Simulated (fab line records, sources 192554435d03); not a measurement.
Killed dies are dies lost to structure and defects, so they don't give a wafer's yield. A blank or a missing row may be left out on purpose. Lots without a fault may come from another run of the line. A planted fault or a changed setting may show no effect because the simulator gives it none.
A struck lot beside a sound one | flow n5_finfet | 37 steps out of a route of 1938
Sound: wafers L888.1, L888.3, L888.4. Struck: wafer L906.6. (L906.1, L906.3 of the same lot were not struck and are left out.) The cause comes at the end.
At each step with rows: each side's tool, then ch and its chambers, then its first start. Under that, the readings that differ: sound wafers | struck wafers | difference of the means | sigmas: that difference in standard deviations of wafers without a fault.
alike: readings whose means differ by less than 2 such deviations, and words and numbers that are the same on both sides. not compared: withheld readings, readings that some wafer has no value for, bounds like >300 that may hide the same value, and numbers for which the record gives no deviation and whose values overlap.
The two part at a step that has a row with sigmas, a row that says differs or no value, or rows on one side only. Numbers that don't overlap but have no deviation are shown without sigmas and don't part them. A reading that every wafer of one side lacks parts them only if that side has two wafers or more.

first, 9 steps without rows for these wafers: N5_PMOS_HMC_CHANNEL_EPI_EXPOSE_06 (exposes mask PMOS HMC BLK, target cd 240 nm); N5_PMOS_HMC_CHANNEL_EPI_PEB_07 (peb time 60 s); N5_PMOS_HMC_CHANNEL_EPI_DEVELOP_08 (develop time 30 s); N5_PMOS_HMC_CHANNEL_EPI_DESCUM_14 (chemistry O2, time 7.9 s); N5_PMOS_HMC_CHANNEL_EPI_ETCH_32 (etches BARC in N2/H2, stops on SiO2, target depth 85.8 nm, time 50.3 s); N5_PMOS_HMC_CHANNEL_EPI_HM_OPEN_15 (chemistry CHF3/O2, target SiO2, target depth 40.6 nm, time 20.3 s); N5_PMOS_HMC_CHANNEL_EPI_STRIP_33 (strips in N2/H2); N5_PMOS_HMC_CHANNEL_EPI_STRIP_17 (strips in SPM, time 750 s); N5_PMOS_HMC_CHANNEL_EPI_ETCH_38 (etches SiO2 in CF4, target depth 1.5 nm).
N5_PMOS_HMC_CHANNEL_EPI_FIN_RECESS_16: chemistry HBr/Cl2, target Si, target depth 54 nm, time 18 s.
  sound on rie_si-04 ch 0,1,2, day 1 18:07; struck on rie_si-04 ch 3, day 6 06:30
  reading                                                  | sound            | struck | difference | sigmas
  model.etch.depth_nm (nm)                                 | 53.85 55 54.08   | 41     | -13        |
  model.PMOS_HMC_CHANNEL_EPI.feature_depth_nm (nm)         | 53.85 55 54.08   | 41     | -13        |
  model.SiO2_of_PMOS_HMC_CHANNEL_EPI_HM_DEP_34.thk_nm (nm) | 30.34 29.5 30.73 | 31.2   | +1.0       |
  alike: drypump_motor_current_A, oes_product_au, throttle_valve_pct
  not compared: rf_hours_counter_h
then, 1 step without rows for these wafers: N5_PMOS_HMC_CHANNEL_EPI_PRECLEAN_36 (cleans in O3/DIW, time 45 s).
N5_PMOS_HMC_CHANNEL_EPI_PRECLEAN_18: cleans in DHF, time 30 s.
  sound on wet_bench-02 ch 2,4,6, day 1 18:13; struck on wet_bench-05 ch 4, day 6 06:37
  reading                                                  | sound            | struck | difference | sigmas
  model.SiO2_of_PMOS_HMC_CHANNEL_EPI_HM_DEP_34.thk_nm (nm) | 24.8 23.95 25.14 | 25.63  | +1.00      |
then, 5 steps without rows for these wafers: N5_PMOS_HMC_CHANNEL_EPI_SRD_19 (time 30 s); N5_PMOS_HMC_CHANNEL_EPI_EPI_20 (deposits SiGe30, target thk 59 nm); N5_PMOS_HMC_CHANNEL_EPI_HM_STRIP_35 (strips SiO2 in dHF, material SiO2, target depth 39.6 nm, time 216 s); N5_PMOS_HMC_CHANNEL_EPI_SRD_39 (time 30 s); N5_PMOS_HMC_CHANNEL_EPI_CMP_21 (polishes SiGe30, target thk 54 nm).
N5_PMOS_HMC_CHANNEL_EPI_THK_MEAS_22:
  sound on film_metro-01, day 1 20:50; struck on film_metro-01, day 6 08:19
  reading          | sound          | struck | difference | sigmas
  HMC_CMP_THK (nm) | 53.9 54.9 54.1 | 41.1   | -13.2      | -14
then, 17 steps without rows for these wafers: N5_PMOS_HMC_CHANNEL_EPI_PRECLEAN_40 (cleans in DHF, time 30 s); N5_PMOS_HMC_CHANNEL_EPI_PRECLEAN_37 (cleans in O3/DIW, time 45 s); N5_PMOS_HMC_CHANNEL_EPI_PRECLEAN_24 (cleans in DHF, time 30 s); N5_PMOS_HMC_CHANNEL_EPI_SRD_25 (time 30 s); N5_PMOS_HMC_CHANNEL_EPI_EPI_26 (deposits Si from SiH4/H2, target thk 3.8 nm, time 22.7 s); N5_FIN_SAQP_PRECLEAN_42 (cleans in O3/DIW, time 60 s); N5_FIN_SAQP_PRECLEAN_00 (cleans in SC1, time 60 s); N5_FIN_SAQP_PRECLEAN_44 (cleans in SC2, time 45 s); N5_FIN_SAQP_SRD_01 (time 30 s); N5_FIN_SAQP_ALD_61 (deposits SiO2, target thk 4 nm, pulse time 1 s, purge time 2 s); N5_FIN_SAQP_DENSIFY_62 (time 60 s); N5_FIN_SAQP_HM_DEP_03 (deposits SiNx from SiH4/NH3/N2, target thk 38 nm, time 33.6 s); N5_FIN_SAQP_PECVD_47 (deposits a-Si from SiH4/He, target thk 45 nm, time 36.3 s); N5_FIN_SAQP_PECVD_48 (deposits SiNx from SiH4/NH3/N2, target thk 25 nm, time 22.1 s); N5_FIN_SAQP_PECVD_06 (deposits a-Si from SiH4/He, target thk 60 nm, time 48.1 s); N5_FIN_SAQP_HM_DEP_72 (deposits SiO2 from SiH4/N2O, target thk 12 nm, time 7.2 s); N5_FIN_SAQP_COAT_49 (time 60 s, resist thk 100 nm).
-- the record jumps here: 6 days lie between the struck wafers' starts before and after (it left off in module FIN_SAQP and takes up again in module BEOL_M4, whose first step shown is number 1111 of the route) --
N5_BEOL_M4_RC_MEAS_101:
  sound on prober-01 ch 0, day 7 21:17; struck on prober-02 ch 0, day 12 08:34
  reading       | sound          | struck | difference | sigmas
  CJ_P          | 5.85 5.59 5.91 | 6.51   | +0.73      | +3
  ION_P (uA/um) | 468 480 478    | 419    | -56        | -7
  VT_P (mV)     | -247 -246 -244 | -254   | -8         | -2
  alike: DIBL_N, DIBL_P, IOFF_N, IOFF_P, ION_N, SS_N, SS_P, VT_N
-- the record jumps here: 4 days lie between the struck wafers' starts before and after (it left off in module BEOL_M4 and takes up again in module PASSIVATION, whose first step shown is number 1936 of the route) --
N5_PASSIVATION_PROBE_49:
  sound on prober-02, day 12 01:10; struck on prober-02, day 16 19:10
  reading              | sound          | struck | difference | sigmas
  sort_bin_8_speed (%) | 0 0 0          | 78.56  | +78.56     | +99 or more
  sort_n_pass          | 1079 1051 1086 | 163    | -909       | -53
  sort_yield_pct (%)   | 91.4 89.1 92.0 | 13.8   | -77.0      | -55
  alike: defect_limited_yield, killed_at_M0_to_M3, killed_at_M4_up, killed_at_contacts, killed_at_front_end, killed_at_other, killed_dies, killed_open, killed_short, sort_bin_5_function, sort_bin_6_memory

WHERE THEY PART
First at N5_PMOS_HMC_CHANNEL_EPI_THK_MEAS_22; last, within this record, at N5_PASSIVATION_PROBE_49.

WHY: what the simulator had put in
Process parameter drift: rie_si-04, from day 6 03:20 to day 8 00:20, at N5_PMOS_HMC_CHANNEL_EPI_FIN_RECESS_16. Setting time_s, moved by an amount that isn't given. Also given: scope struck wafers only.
